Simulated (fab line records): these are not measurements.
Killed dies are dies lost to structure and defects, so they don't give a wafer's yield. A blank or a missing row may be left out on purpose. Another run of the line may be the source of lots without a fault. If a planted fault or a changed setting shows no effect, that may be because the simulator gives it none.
A lot that was struck, set against a sound lot + flow nand-harc + 15 steps out of a route of 1159
Sound: the wafers L461.4, L461.5, L461.6. The struck wafers were L480.1, L480.2, L480.6. The cause comes at the end.
For every step that has rows: the tool of each side, followed by ch and its chambers, followed by its first start. Under that, the readings that differ: sound wafers + struck wafers + difference of the means + sigmas: that difference in standard deviations of wafers without a fault.
alike: same words and numbers on both sides, and readings whose means sit less than 2 such deviations apart. not compared: any withheld reading, any reading some wafer has no value for, any bound like >300 that may hide the same value, and any number with overlapping values for which the record gives no deviation.
A row with sigmas, a row that says differs or no value, or rows on one side alone: a step with any of these is where the two part. When numbers do not overlap yet have no deviation, they are printed without sigmas and do not part them. A reading that every wafer of one side lacks parts them only if that side has two wafers or more.

NHARC_A_M0_CD_MEAS_09: the cd target is 80 nm.
  sound on cd-sem-01 ch 0, day 17 01:12; struck on cd-sem-01 ch 0, day 22 03:08
  alike: cd-nm
NHARC_A_M0_OVL_MEAS_10: pitch 160 nm.
  sound on overlay-01 at day 17 01:17; struck on overlay-02 at day 22 03:14
  alike: overlay-x-nm, overlay-y-nm
NHARC_A_M0_INSPECT_11:
  sound on defect-inspect-02 at day 17 01:19; struck on defect-inspect-02 at day 22 03:16
  alike: raw-defect-count
NHARC_A_M0_DESCUM_14: chemistry O2, time 3 s.
  sound on rie-diel-07 ch 0,1, day 17 01:23; struck on rie-diel-07 ch 0,3, day 22 03:20
  alike: drypump-motor-current-A, oes-product-au, rf-vpp-V, showerhead-plenum-p-Torr, throttle-valve-pct
  not compared: rf-hours-counter-h
NHARC_A_M0_ETCH_34: etches the open film in N2/H2, target depth 40 nm, overetch 12 nm, time 43.94 s.
  sound on rie-diel-07 ch 2,3, day 17 01:28; struck on rie-diel-07 ch 0,3, day 22 03:26
  alike: drypump-motor-current-A, h2-flow-sccm, oes-product-au, rf-vpp-V, showerhead-plenum-p-Torr, throttle-valve-pct
  not compared: rf-hours-counter-h
NHARC_A_M0_ETCH_15: etches the open film in C4F8/Ar, target depth 150 nm, overetch 15 nm, time 82.5 s.
  sound: rie-diel-07 ch 1,2; struck: rie-diel-07 ch 1,3
  alike: oes-product-au, rf-vpp-V
  not compared: rf-hours-counter-h
NHARC_A_M0_CD_MEAS_16:
  sound on cd-sem-03 at day 17 01:41; struck on cd-sem-03 at day 22 03:40
  alike: cd-nm
NHARC_A_M0_STRIP_18: strips in N2/H2.
  sound on rie-diel-07 ch 1,2, day 17 01:45; struck on rie-diel-07 ch 0,1,3, day 22 03:47
| reading                | sound                | struck               | difference | sigmas |
|------------------------|----------------------|----------------------|------------|--------|
| throttle-valve-pct (%) | 14.161 14.146 14.155 | 14.183 14.181 14.170 | +0.024     | +2     |
  alike: drypump-motor-current-A, h2-flow-sccm, oes-product-au, rf-vpp-V, showerhead-plenum-p-Torr
  not compared: rf-hours-counter-h
then, 2 steps without rows for these wafers: NHARC_A_M0_STRIP_19 (strips in post etch residue remover, time 600 s); NHARC_A_M0_DEGAS_28 (time 60 s).
NHARC_A_M0_PRE_CLEAN_29: time 30 s.
  sound on pvd-sputter-01; struck on pvd-sputter-01
  alike: heater-power-w
then, 1 step without rows for these wafers: NHARC_A_M0_PVD_20 (deposits TaN, target thk 5 nm, time 8.06 s).
NHARC_A_M0_PVD_21: deposits Cu, target thk 30 nm, time 20.49 s.
  sound on pvd-sputter-01 at day 17 02:33; struck on pvd-sputter-01 at day 22 04:35
  no value came back on the struck wafers for cathode-dc-power-W (W), chamber-pressure-pa (Pa), throttle-valve-pct (%); on the sound wafers cathode-dc-power-W (W) reads 4999.1 5000.6 5000.6
then, 1 step without rows for these wafers: NHARC_A_M0_ECD_22 (material Cu, target thk 400 nm).
NHARC_END_SORT_01:
  only the struck wafers appear in the record here, on prober-02 ch 0 at day 24 02:54; the sound ones have no rows

WHERE THEY PART
First at NHARC_A_M0_STRIP_18; last, within this record, at NHARC_END_SORT_01.

WHY: what had been put in by the simulator
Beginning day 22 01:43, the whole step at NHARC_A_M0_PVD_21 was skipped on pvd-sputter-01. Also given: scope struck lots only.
